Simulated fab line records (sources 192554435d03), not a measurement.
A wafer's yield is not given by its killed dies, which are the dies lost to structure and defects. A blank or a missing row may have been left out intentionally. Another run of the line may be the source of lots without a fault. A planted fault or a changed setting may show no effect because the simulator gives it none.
What tool caused it?    flow n5_finfet    69 wafers from 23 lots sampled at 6 of the route's 1938 steps

## WHAT THE GAUGES SHOWED, per wafer
The record holds no reading of a measuring or inspecting step that can be judged against a usual standard deviation.

## EACH LOT AND THE TOOL THAT RAN IT (in order: tool; ch and the chambers of the sampled wafers; start)
lot   N5_BEOL_M1_DEGAS_44           N5_BEOL_M1_SPUTTER_79         N5_BEOL_M2_HM_DEP_02          N5_BEOL_M2_ETCH_70                  N5_BEOL_M2_STRIP_36                 N5_BEOL_M2_PRE_CLEAN_45
L074  pvd_sputter-03, day 6 22:25   pvd_sputter-01, day 6 23:14   pvd_sputter-01, day 7 02:19   rie_diel-01 ch 0,2,3, day 7 11:30   rie_diel-01 ch 0,2,3, day 7 11:40   pvd_sputter-02, day 7 12:24
L075  pvd_sputter-02, day 7 04:47   pvd_sputter-02, day 7 05:38   pvd_sputter-02, day 7 09:06   rie_diel-01 ch 1,2,3, day 7 13:53   rie_diel-01 ch 1,2,3, day 7 14:03   pvd_sputter-01, day 7 15:28
L077  pvd_sputter-03, day 7 05:17   pvd_sputter-02, day 7 07:29   pvd_sputter-02, day 7 12:04   rie_diel-03 ch 0,2,3, day 7 15:59   rie_diel-03 ch 0,2,3, day 7 16:09   pvd_sputter-01, day 7 16:46
L078  pvd_sputter-01, day 7 09:30   pvd_sputter-01, day 7 10:29   pvd_sputter-02, day 7 13:46   rie_diel-01 ch 1,2,3, day 7 23:41   rie_diel-01 ch 1,2,3, day 7 23:52   pvd_sputter-03, day 8 00:39
L076  pvd_sputter-01, day 7 09:37   pvd_sputter-03, day 7 11:52   pvd_sputter-01, day 7 15:30   rie_diel-01 ch 0,1,2, day 7 20:25   rie_diel-01 ch 0,1,2, day 7 20:35   pvd_sputter-03, day 7 21:13
L079  pvd_sputter-02, day 7 13:41   pvd_sputter-02, day 7 14:48   pvd_sputter-02, day 7 19:43   rie_diel-04 ch 0,3, day 8 00:13     rie_diel-04 ch 0,3, day 8 00:23     pvd_sputter-02, day 8 01:06
L080  pvd_sputter-02, day 7 16:30   pvd_sputter-02, day 7 17:32   pvd_sputter-02, day 7 20:43   rie_diel-03 ch 2,3, day 8 05:31     rie_diel-03 ch 2,3, day 8 05:41     pvd_sputter-03, day 8 06:23
L081  pvd_sputter-03, day 8 06:40   pvd_sputter-03, day 8 07:41   pvd_sputter-02, day 8 13:19   rie_diel-04 ch 0,2, day 8 17:18     rie_diel-04 ch 0,2, day 8 17:28     pvd_sputter-01, day 8 18:07
L083  pvd_sputter-02, day 8 15:17   pvd_sputter-01, day 8 16:15   pvd_sputter-01, day 8 20:47   rie_diel-03 ch 2,3, day 9 00:35     rie_diel-03 ch 2,3, day 9 00:45     pvd_sputter-02, day 9 01:37
L082  pvd_sputter-03, day 8 18:13   pvd_sputter-01, day 8 19:05   pvd_sputter-02, day 9 00:18   rie_diel-03 ch 1,2, day 9 04:23     rie_diel-03 ch 1,2, day 9 04:33     pvd_sputter-03, day 9 04:59
L084  pvd_sputter-02, day 9 00:58   pvd_sputter-02, day 9 01:59   pvd_sputter-02, day 9 04:47   rie_diel-01 ch 0,1,2, day 10 04:35  rie_diel-01 ch 0,1,2, day 10 04:46  pvd_sputter-01, day 10 05:29
L085  pvd_sputter-02, day 9 04:40   pvd_sputter-03, day 9 05:43   pvd_sputter-02, day 9 09:08   rie_diel-03 ch 0,1,3, day 10 09:13  rie_diel-03 ch 0,1,3, day 10 09:23  pvd_sputter-01, day 10 10:04
L086  pvd_sputter-02, day 9 05:12   pvd_sputter-01, day 9 07:36   pvd_sputter-01, day 9 14:53   rie_diel-01 ch 0,1,2, day 10 09:18  rie_diel-01 ch 0,1,2, day 10 09:28  pvd_sputter-03, day 10 10:10
L087  pvd_sputter-01, day 9 15:19   pvd_sputter-03, day 9 16:26   pvd_sputter-03, day 9 22:07   rie_diel-03 ch 0,1, day 10 14:41    rie_diel-03 ch 0,1, day 10 14:51    pvd_sputter-03, day 10 15:37
L088  pvd_sputter-03, day 10 09:56  pvd_sputter-02, day 10 10:47  pvd_sputter-01, day 10 14:46  rie_diel-01 ch 0,2,3, day 10 22:51  rie_diel-01 ch 0,2,3, day 10 23:01  pvd_sputter-02, day 10 23:35
L089  pvd_sputter-01, day 10 09:57  pvd_sputter-03, day 10 10:50  pvd_sputter-02, day 10 14:38  rie_diel-04 ch 0,1,3, day 10 19:30  rie_diel-04 ch 0,1,3, day 10 19:40  pvd_sputter-03, day 10 20:20
L090  pvd_sputter-03, day 10 13:07  pvd_sputter-03, day 10 13:55  pvd_sputter-01, day 10 19:53  rie_diel-03 ch 0,1,2, day 10 22:52  rie_diel-03 ch 0,1,2, day 10 23:02  pvd_sputter-03, day 10 23:36
L092  pvd_sputter-02, day 10 20:02  pvd_sputter-03, day 10 20:53  pvd_sputter-02, day 10 23:43  rie_diel-01 ch 0,2,3, day 11 13:00  rie_diel-01 ch 0,2,3, day 11 13:10  pvd_sputter-03, day 11 13:38
L091  pvd_sputter-02, day 11 03:09  pvd_sputter-01, day 11 04:09  pvd_sputter-01, day 11 07:14  rie_diel-03 ch 0,1,3, day 11 16:22  rie_diel-03 ch 0,1,3, day 11 16:32  pvd_sputter-02, day 11 17:04
L094  pvd_sputter-01, day 11 10:08  pvd_sputter-02, day 11 11:01  pvd_sputter-01, day 11 13:50  rie_diel-04 ch 1,2,3, day 11 21:46  rie_diel-04 ch 1,2,3, day 11 21:56  pvd_sputter-01, day 11 22:53
L095  pvd_sputter-03, day 11 10:44  pvd_sputter-02, day 11 12:52  pvd_sputter-02, day 11 16:46  rie_diel-01 ch 0,1, day 12 02:35    rie_diel-01 ch 0,1, day 12 02:46    pvd_sputter-03, day 12 06:12
L096  pvd_sputter-03, day 11 16:55  pvd_sputter-01, day 11 17:45  pvd_sputter-01, day 11 21:25  rie_diel-04 ch 0,1, day 12 14:16    rie_diel-04 ch 0,1, day 12 14:25    pvd_sputter-03, day 12 15:28
L097  pvd_sputter-02, day 12 19:53  pvd_sputter-01, day 12 20:56  pvd_sputter-01, day 13 00:47  rie_diel-01 ch 0,1, day 13 08:53    rie_diel-01 ch 0,1, day 13 09:02    pvd_sputter-02, day 13 09:49
- N5_BEOL_M1_DEGAS_44: time 60 s.
- N5_BEOL_M1_SPUTTER_79: material Cu, target thk 4.5 nm, time 8.29 s.
- N5_BEOL_M2_HM_DEP_02: deposits TiN, target thk 20 nm.
- N5_BEOL_M2_ETCH_70: etches SOC in N2/H2, target depth 80 nm, overetch 24 nm, time 130 s.
- N5_BEOL_M2_STRIP_36: strips in N2/H2.
- N5_BEOL_M2_PRE_CLEAN_45: time 30 s.

## WHAT THE TOOLS THEMSELVES READ (means of the sampled wafers that have a number; where no wafer has one, the mark that the record gives instead)
N5_BEOL_M1_DEGAS_44.
lot   tool            heater_power_w (W)
L074  pvd_sputter-03  349
L075  pvd_sputter-02  304
L077  pvd_sputter-03  357
L078  pvd_sputter-01  260
L076  pvd_sputter-01  343
L079  pvd_sputter-02  325
L080  pvd_sputter-02  299
L081  pvd_sputter-03  339
L083  pvd_sputter-02  322
L082  pvd_sputter-03  345
L084  pvd_sputter-02  318
L085  pvd_sputter-02  347
L086  pvd_sputter-02  315
L087  pvd_sputter-01  274
L088  pvd_sputter-03  337
L089  pvd_sputter-01  331
L090  pvd_sputter-03  333
L092  pvd_sputter-02  321
L091  pvd_sputter-02  328
L094  pvd_sputter-01  306
L095  pvd_sputter-03  339
L096  pvd_sputter-03  338
L097  pvd_sputter-02  301

N5_BEOL_M1_SPUTTER_79.
lot   tool            chamber_pressure_pa (Pa)  substrate_temp_c (C)  throttle_valve_pct (%)
L074  pvd_sputter-01  0.07                      -20.08                30.4
L075  pvd_sputter-02  0.07                      -20.02                29.9
L077  pvd_sputter-02  0.07                      -20.00                29.3
L078  pvd_sputter-01  0.07                      -19.94                30.6
L076  pvd_sputter-03  0.07                      -20.05                29.8
L079  pvd_sputter-02  0.07                      -20.04                30.4
L080  pvd_sputter-02  0.07                      -20.00                29.6
L081  pvd_sputter-03  0.07                      -20.01                30.5
L083  pvd_sputter-01  0.07                      -20.03                30.4
L082  pvd_sputter-01  0.07                      -19.95                29.9
L084  pvd_sputter-02  0.07                      -20.02                30.9
L085  pvd_sputter-03  0.07                      -20.07                30.0
L086  pvd_sputter-01  0.07                      -19.96                30.5
L087  pvd_sputter-03  0.07                      -20.02                29.8
L088  pvd_sputter-02  0.07                      -19.96                29.4
L089  pvd_sputter-03  0.07                      -20.03                30.1
L090  pvd_sputter-03  0.07                      -19.99                30.4
L092  pvd_sputter-03  0.07                      -20.06                29.7
L091  pvd_sputter-01  0.07                      -19.92                29.7
L094  pvd_sputter-02  0.07                      -19.96                29.7
L095  pvd_sputter-02  0.07                      -19.98                29.4
L096  pvd_sputter-01  0.07                      -20.01                30.4
L097  pvd_sputter-01  0.07                      -20.15                29.6

N5_BEOL_M2_HM_DEP_02.
lot   tool            chamber_pressure_pa (Pa)  substrate_temp_c (C)  throttle_valve_pct (%)
L074  pvd_sputter-01  0.4998                    24.99                 30.5
L075  pvd_sputter-02  0.5008                    24.93                 30.2
L077  pvd_sputter-02  0.4995                    24.99                 30.4
L078  pvd_sputter-02  0.4998                    24.91                 29.4
L076  pvd_sputter-01  0.5002                    24.94                 30.3
L079  pvd_sputter-02  0.4990                    25.04                 29.8
L080  pvd_sputter-02  0.4998                    24.99                 30.2
L081  pvd_sputter-02  0.5003                    25.04                 30.1
L083  pvd_sputter-01  0.4991                    25.00                 30.6
L082  pvd_sputter-02  0.5014                    25.06                 30.5
L084  pvd_sputter-02  0.4992                    25.13                 30.4
L085  pvd_sputter-02  0.5006                    25.06                 29.5
L086  pvd_sputter-01  0.5001                    24.94                 30.6
L087  pvd_sputter-03  0.5005                    24.97                 30.6
L088  pvd_sputter-01  0.5002                    24.98                 30.3
L089  pvd_sputter-02  0.4995                    24.97                 30.2
L090  pvd_sputter-01  0.5006                    25.03                 30.5
L092  pvd_sputter-02  0.5006                    25.04                 29.7
L091  pvd_sputter-01  0.5009                    25.02                 30.4
L094  pvd_sputter-01  0.5000                    24.92                 30.4
L095  pvd_sputter-02  0.4992                    24.87                 30.2
L096  pvd_sputter-01  0.5000                    24.95                 30.3
L097  pvd_sputter-01  0.5001                    24.97                 30.5

N5_BEOL_M2_ETCH_70.
lot   tool         chamber_pressure_mTorr (mTorr)  drypump_motor_current_A (A)  oes_product_au (a.u.)  rf_fwd_power_W (W)  rf_vpp_V (V)  showerhead_plenum_p_Torr (Torr)  throttle_valve_pct (%)
L074  rie_diel-01  29.977                          6.0                          0.57                   835.2               521.7         2.48                             17.75
L075  rie_diel-01  30.009                          6.0                          0.54                   833.7               522.8         2.50                             17.85
L077  rie_diel-03  30.001                          5.5                          0.54                   836.2               524.0         2.53                             18.10
L078  rie_diel-01  30.006                          6.0                          0.53                   835.7               523.6         2.50                             17.86
L076  rie_diel-01  30.004                          6.1                          0.55                   835.7               523.2         2.50                             17.72
L079  rie_diel-04  29.982                          5.6                          0.63                   836.7               527.0         2.62                             17.65
L080  rie_diel-03  29.992                          5.6                          0.56                   836.0               525.6         2.58                             18.11
L081  rie_diel-04  29.989                          5.5                          0.60                   835.1               523.3         2.52                             17.68
L083  rie_diel-03  29.980                          5.6                          0.56                   834.9               524.3         2.58                             18.12
L082  rie_diel-03  29.998                          6.0                          0.64                   833.2               524.3         2.55                             17.64
L084  rie_diel-01  29.993                          6.1                          0.54                   834.8               522.6         2.49                             17.75
L085  rie_diel-03  29.985                          5.8                          0.62                   837.5               522.3         2.47                             17.76
L086  rie_diel-01  29.986                          6.1                          0.53                   837.0               522.1         2.49                             17.75
L087  rie_diel-03  29.987                          6.0                          0.66                   836.1               522.4         2.49                             17.53
L088  rie_diel-01  30.001                          6.0                          0.56                   835.1               522.3         2.47                             17.81
L089  rie_diel-04  30.020                          5.8                          0.61                   835.6               526.0         2.61                             17.72
L090  rie_diel-03  29.972                          5.7                          0.62                   837.8               524.1         2.54                             17.76
L092  rie_diel-01  29.990                          6.0                          0.55                   834.3               522.2         2.46                             17.82
L091  rie_diel-03  29.977                          5.8                          0.61                   838.2               521.4         2.47                             17.78
L094  rie_diel-04  29.969                          5.8                          0.58                   834.7               527.8         2.66                             17.96
L095  rie_diel-01  29.994                          6.0                          0.62                   833.1               521.4         2.46                             17.56
L096  rie_diel-04  29.990                          6.0                          0.60                   832.4               526.0         2.61                             17.75
L097  rie_diel-01  29.990                          6.1                          0.61                   837.2               521.8         2.46                             17.57

N5_BEOL_M2_STRIP_36.
lot   tool         chamber_pressure_mTorr (mTorr)  drypump_motor_current_A (A)  oes_product_au (a.u.)  rf_vpp_V (V)  showerhead_plenum_p_Torr (Torr)  throttle_valve_pct (%)
L074  rie_diel-01  19.99                           6.0                          0.78                   60.0          2.47                             23.64
L075  rie_diel-01  19.99                           5.9                          0.73                   58.7          2.50                             23.67
L077  rie_diel-03  19.99                           5.5                          0.73                   59.3          2.53                             23.93
L078  rie_diel-01  19.99                           5.9                          0.73                   57.9          2.49                             23.66
L076  rie_diel-01  20.00                           6.0                          0.73                   59.5          2.49                             23.54
L079  rie_diel-04  19.99                           5.6                          0.85                   59.5          2.62                             23.51
L080  rie_diel-03  19.99                           5.6                          0.77                   61.3          2.58                             23.91
L081  rie_diel-04  20.02                           5.5                          0.81                   60.5          2.51                             23.48
L083  rie_diel-03  20.02                           5.6                          0.76                   59.9          2.58                             23.94
L082  rie_diel-03  19.97                           6.1                          0.87                   60.4          2.55                             23.47
L084  rie_diel-01  20.02                           6.1                          0.73                   58.6          2.49                             23.57
L085  rie_diel-03  19.98                           5.8                          0.86                   59.8          2.47                             23.63
L086  rie_diel-01  19.99                           6.1                          0.72                   59.3          2.49                             23.56
L087  rie_diel-03  20.01                           5.9                          0.91                   59.5          2.49                             23.39
L088  rie_diel-01  19.96                           6.0                          0.75                   57.5          2.46                             23.69
L089  rie_diel-04  20.00                           5.8                          0.83                   60.2          2.61                             23.60
L090  rie_diel-03  19.99                           5.7                          0.85                   58.6          2.54                             23.57
L092  rie_diel-01  19.99                           6.0                          0.74                   59.3          2.46                             23.70
L091  rie_diel-03  19.98                           5.8                          0.84                   59.5          2.47                             23.68
L094  rie_diel-04  19.99                           5.8                          0.79                   60.3          2.66                             23.80
L095  rie_diel-01  19.97                           6.0                          0.85                   60.1          2.46                             23.41
L096  rie_diel-04  20.00                           6.0                          0.83                   57.6          2.61                             23.69
L097  rie_diel-01  20.03                           6.1                          0.82                   58.8          2.45                             23.43

N5_BEOL_M2_PRE_CLEAN_45.
lot   tool            heater_power_w (W)
L074  pvd_sputter-02  320
L075  pvd_sputter-01  307
L077  pvd_sputter-01  348
L078  pvd_sputter-03  353
L076  pvd_sputter-03  353
L079  pvd_sputter-02  317
L080  pvd_sputter-03  345
L081  pvd_sputter-01  369
L083  pvd_sputter-02  307
L082  pvd_sputter-03  335
L084  pvd_sputter-01  305
L085  pvd_sputter-01  338
L086  pvd_sputter-03  335
L087  pvd_sputter-03  355
L088  pvd_sputter-02  337
L089  pvd_sputter-03  349
L090  pvd_sputter-03  347
L092  pvd_sputter-03  349
L091  pvd_sputter-02  301
L094  pvd_sputter-01  293
L095  pvd_sputter-03  335
L096  pvd_sputter-03  344
L097  pvd_sputter-02  306

## THE ANSWER, worked out from the rows above alone
Rule: what is usual is taken from the lots themselves. The widest of any qualifying gaps counts: lots, ordered by their means at a reading, are off when they make up no more than a third of the lots, leave a main group of 4 or more, and stand apart from it by 3 or more times the standard deviation of that group's means. Not used: any main group whose means are identical at the precision the tables above print for the reading. A lot without any number at a reading at which 4 lots or more have one is off too. All remaining lots with rows at the step are treated as sound. First the gauges in route order, then the tools' own readings, where a lot's mean is used as printed above. The first step at which some lot is off is used, and at that step the reading that is off furthest; a lot without a number counts as furthest.
None of the lots is off at any reading shown; this tells nothing.

## WHAT WAS PUT IN BY THE SIMULATOR
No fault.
